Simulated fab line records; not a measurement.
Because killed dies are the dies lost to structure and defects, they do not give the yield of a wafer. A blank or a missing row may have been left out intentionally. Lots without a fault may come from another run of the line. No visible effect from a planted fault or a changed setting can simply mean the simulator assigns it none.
Matching of chambers | flow n5 finfet | 4 sister chambers for N5_HKMG_FIN_STRIP_89 on rie diel-02
The step strips SOC in N2/H2, time 20 s. 7 wafers are shown with their chamber, then 10 later ones without.

WAFERS PAIRED WITH THEIR CHAMBERS
wafer  | chamber | drypump motor current A (A) | showerhead plenum p Torr (Torr)
L075.4 | 3       | 4.7                         | 3.27
L078.1 | 1       | 5.6                         | 3.42
L078.2 | 2       | 5.8                         | 3.57
L080.5 | 1       | 5.6                         | 3.42
L080.6 | 0       | 5.9                         | 3.45
L081.2 | 0       | 5.8                         | 3.45
L081.3 | 2       | 5.8                         | 3.56

WAFERS WHOSE CHAMBER IS MISSING
wafer  | drypump motor current A (A) | showerhead plenum p Torr (Torr)
L081.5 | 5.8                         | 3.56
L082.1 | 5.8                         | 3.56
L082.4 | 5.9                         | 3.45
L082.6 | 4.7                         | 3.26
L093.2 | 5.8                         | 3.55
L093.4 | 5.8                         | 3.44
L093.6 | 5.8                         | 3.44
L096.1 | 5.9                         | 3.43
L096.2 | 4.7                         | 3.25
L096.6 | 5.8                         | 3.43

WHICH CHAMBER EACH ONE RAN IN
wafer  | from the rows above     | in truth
L081.5 | 2                       | 2
L082.1 | 2                       | 2
L082.4 | 0                       | 0
L082.6 | 3                       | 3
L093.2 | 2                       | 2
L093.4 | 0                       | 0
L093.6 | 0                       | 0
L096.1 | 0                       | 0
L096.2 | 3                       | 3
L096.6 | can't be placed: 0 or 1 | 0
Correctly placed: 9 of 10. Not placeable from these rows: 1 (in 1, the candidates include the true chamber). Wrongly placed: 0.
How it was worked out, from the rows above alone: a wafer's distance from a chamber is the root of the sum, over the readings, of the square of ((its reading less the chamber's mean) divided by the reading's scatter). The wafer belongs to the nearest chamber; if the next one is less than 2 further off, it can't be placed. The mean given for a chamber averages the wafers shown for that chamber. The scatter: the root of (the sum of the squares of (reading less its chamber's mean) over the shown wafers, divided by (wafers less chambers)).
